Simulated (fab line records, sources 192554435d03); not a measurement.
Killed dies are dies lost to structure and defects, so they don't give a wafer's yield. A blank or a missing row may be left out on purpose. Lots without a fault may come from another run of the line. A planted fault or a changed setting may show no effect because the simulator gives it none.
Split-lot experiment | flow n5_finfet | 7 lots, 21 wafers read, on a route of 1938 steps

THE SPLIT
At N5_BEOL_M0_SAQP_PECVD_04 (deposits a-Si from SiH4/He, target thk 60 nm, time 60.2 s), the setting time_s was moved away from the recipe's 60.2 s on 9 of the 21 wafers read, by -10.1% to -4.7%. The other wafers ran this setting at the recipe's value.

FROM THE SPLIT TO THE READING: what the file shows between them, 11 steps
- N5_BEOL_M0_SAQP_THK_MEAS_05
- N5_BEOL_M0_SAQP_COAT_81: time 60 s, resist thk 100 nm (also split here: temp_c)
- N5_BEOL_M0_SAQP_COAT_82: time 60 s, resist thk 30 nm
- N5_BEOL_M0_SAQP_COAT_08: resist thk 90 nm
- N5_BEOL_M0_SAQP_HM_OPEN_112: chemistry CHF3/O2, target SiO2, stops on a-Si, target depth 12 nm, time 13.5 s
- N5_BEOL_M0_SAQP_STRIP_113: strips in CHF3/O2
- N5_BEOL_M0_SAQP_MANDREL_ETCH_20: etches a-Si in HBr/Cl2, stops on SiNx, target depth 60 nm, bt time 10 s, time 30 s
- N5_BEOL_M0_SAQP_STRIP_86: strips in N2/H2
- N5_BEOL_M0_SAQP_STRIP_115: strips in post etch residue remover, time 60 s
- N5_BEOL_M0_SAQP_SRD_93: time 30 s
- N5_BEOL_M0_SAQP_RECESS_114: chemistry HF/NH3, target SiO2, target depth 14.4 nm, afs cycles 3, sublimation time 60 s

THE READING
a-Si_of_BEOL_M0_SAQP_PECVD_04.thk_nm (the simulator's own value, which no gauge read), in nm, at N5_BEOL_M0_SAQP_SPACER1_ALD_98 (deposits SiO2, target thk 12.8 nm, pulse time 1 s, purge time 2 s). The file gives no usual value for it. The 12 wafers here that ran the recipe average 59.3 nm, standard deviation 0.73 nm.

wafer  | tool, chamber at the split | time_s as run, s | against the recipe | a-Si_of_BEOL_M0_SAQP_PECVD_04.thk_nm, nm | against lot-mates on the recipe
L077.2 | pecvd-02, 0                | 60.2             | recipe             | 59.2                                     | -
L077.3 | pecvd-02, 1                | 55.43            | -7.9%              | 54.6                                     | -4.6
L077.4 | pecvd-02, 1                | 55.43            | -7.9%              | 55                                       | -4.2
L078.2 | pecvd-02, 2                | 60.2             | recipe             | 58.8                                     | -
L078.5 | pecvd-02, 2                | 60.2             | recipe             | 59.6                                     | -
L078.6 | pecvd-02, 0                | 60.2             | recipe             | 59.4                                     | -
L082.1 | pecvd-02, 0                | 54.11            | -10.1%             | 53.6                                     | -6.6
L082.2 | pecvd-02, 2                | 60.2             | recipe             | 60.2                                     | -
L082.5 | pecvd-02, 2                | 54.11            | -10.1%             | 54                                       | -6.2
L088.1 | pecvd-03, 0                | 60.2             | recipe             | 59.6                                     | -
L088.3 | pecvd-03, 1                | 60.2             | recipe             | 57.6                                     | -
L088.4 | pecvd-03, 1                | 60.2             | recipe             | 58.2                                     | -
L089.2 | pecvd-03, 0,1              | 60.2             | recipe             | 59.6                                     | -
L089.4 | pecvd-03, 0,1              | 60.2             | recipe             | 59.6                                     | -
L089.3 | pecvd-03, 1                | 57.39            | -4.7%              | 55.6                                     | -4.0
L094.1 | pecvd-02, 0                | 56.2             | -6.6%              | 56.6                                     | -3.6
L094.2 | pecvd-02, 1                | 60.2             | recipe             | 60.2                                     | -
L094.3 | pecvd-02, 2                | 56.2             | -6.6%              | 56.4                                     | -3.8
L096.1 | pecvd-03, 1                | 56.38            | -6.3%              | 55.6                                     | -4.0
L096.2 | pecvd-03, 2                | 56.38            | -6.3%              | 54.6                                     | -5.0
L096.3 | pecvd-03, 0                | 60.2             | recipe             | 59.6                                     | -
Where a row lists several chambers, the file gives one row for several wafers and doesn't say which wafer went through which chamber.

THE FIT
A straight line over all 21 wafers: a-Si_of_BEOL_M0_SAQP_PECVD_04.thk_nm changes by +0.552 nm for each +1% of time_s; r = +0.95; the points scatter about the line by 0.76 nm.
The same after taking each lot's own level away (the mean of its wafers on the recipe; 21 wafers): +0.618 nm for each +1%; r = +0.98; scatter 0.56 nm.
On that fit, the largest move of time_s shifts the reading by 6.2 nm.
The lots' own levels span 58.47 to 60.20 nm, that is 2.4 times the standard deviation above.
So the lot-to-lot level changes the slope: the two fits differ.
Check: with one of the wafers moved furthest among these (-10.1%) left out of the fit, the line predicts -6.2 nm for it against its lot-mates. It came out at -6.6 nm against them.

OTHER SPLITS ON THESE WAFERS
These wafers also went through other splits before the reading. Each is held against what the fit with the lots' levels taken away leaves over:
other split on the same wafers         | wafers away from the commonest value | r with a-Si_of_BEOL_M0_SAQP_PECVD_04.thk_nm (lot level and that fit taken away)
N5_MOL_CONTACT_COAG_COAT_58 spin_rpm   | 10                                   | -0.01
N5_MOL_CONTACT_COAG_ALD_133 ald_cycles | 7                                    | -0.07
N5_BEOL_M0_SAQP_COAT_81 temp_c         | 5                                    | +0.54

THE WHOLE CHAIN: every reading that the file lists as answering this split, in the file's order
step                            | what it does                                                                       | reading                                                                               | change (the file's fit)               | r (the file's)
N5_BEOL_M0_SAQP_PECVD_04        | deposits a-Si from SiH4/He, target thk 60 nm, time 60.2 s                          | a-Si_of_BEOL_M0_SAQP_PECVD_04.thk_nm (the simulator's own value, which no gauge read) | +0.639 nm for each +1% of the setting | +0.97
N5_BEOL_M0_SAQP_THK_MEAS_05     |                                                                                    | thk_nm                                                                                | withheld for each +1% of the setting  | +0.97
N5_BEOL_M0_SAQP_MANDREL_ETCH_20 | etches a-Si in HBr/Cl2, stops on SiNx, target depth 60 nm, bt time 10 s, time 30 s | etch.depth_nm (the simulator's own value, which no gauge read)                        | +0.636 nm for each +1% of the setting | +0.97
N5_BEOL_M0_SAQP_SPACER1_ALD_98  | deposits SiO2, target thk 12.8 nm, pulse time 1 s, purge time 2 s                  | a-Si_of_BEOL_M0_SAQP_PECVD_04.thk_nm (the simulator's own value, which no gauge read) | +0.632 nm for each +1% of the setting | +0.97

THE FILE'S OWN FIT
a-Si_of_BEOL_M0_SAQP_PECVD_04.thk_nm changes by +0.632 nm for each +1% of time_s, r = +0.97.
